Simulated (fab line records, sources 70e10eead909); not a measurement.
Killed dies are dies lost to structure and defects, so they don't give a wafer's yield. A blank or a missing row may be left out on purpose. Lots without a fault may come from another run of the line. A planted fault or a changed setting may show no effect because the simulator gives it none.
One fault seen from 2 desks | flow nand_harc | each desk has only its own numbers; what lay behind them comes last

THE TOOL OWNER'S DESK: pvd_sputter-01
The tool's own readings at NHARC_A_M1_PVD_21 (deposits Cu, target thk 30 nm, time 20.49 s): means of the sampled wafers that have a number, for each lot that ran on this tool. A lot is out of limits, marked OUT, if its mean lies more than 4 standard deviations from the usual mean; the brackets give that distance.
Columns: A = throttle_valve_pct at NHARC_A_M1_PVD_21, usual 30.4 %
lot  | first seen here | A
L826 | day 23 19:01    | 31.0
L831 | day 25 22:47    | 31.3
L836 | day 27 14:31    | 31.1
L846 | day 31 14:56    | 31.2
L848 | day 32 01:50    | 31.8
This desk's finding: nothing out of limits on any of the 5 lots.

THE METROLOGY DESK
What the gauges read, lot by lot, whatever tool the lot ran on: means of the sampled wafers that have a number. A lot is out of limits, marked OUT, if its mean lies more than 4 standard deviations from the usual mean; the brackets give that distance.
Columns: A = cd_nm at NHARC_THIN_TSV_CD_MEAS_12, usual 1001.3 nm
lot  | first seen here | A
L827 | day 25 02:32    | 1002.5
L825 | day 25 03:43    | 1001.9
L826 | day 25 06:07    | 999.5
L830 | day 26 13:34    | 1001.4
L828 | day 26 14:46    | 1000.6
L831 | day 26 17:06    | 1003.9
L832 | day 27 00:01    | 999.7
L835 | day 28 00:12    | 1001.8
L836 | day 28 09:47    | 998.5
L845 | day 32 15:11    | 999.3
L846 | day 32 16:17    | 1001.1
L848 | day 32 20:28    | 1002.7
L847 | day 32 21:33    | 998.0
This desk's finding: nothing out of limits on any of the 13 lots.

PUT TOGETHER
The tool owner's desk saw nothing out of limits.
The metrology desk saw nothing out of limits.

WHAT THE SIMULATOR HAD PUT IN
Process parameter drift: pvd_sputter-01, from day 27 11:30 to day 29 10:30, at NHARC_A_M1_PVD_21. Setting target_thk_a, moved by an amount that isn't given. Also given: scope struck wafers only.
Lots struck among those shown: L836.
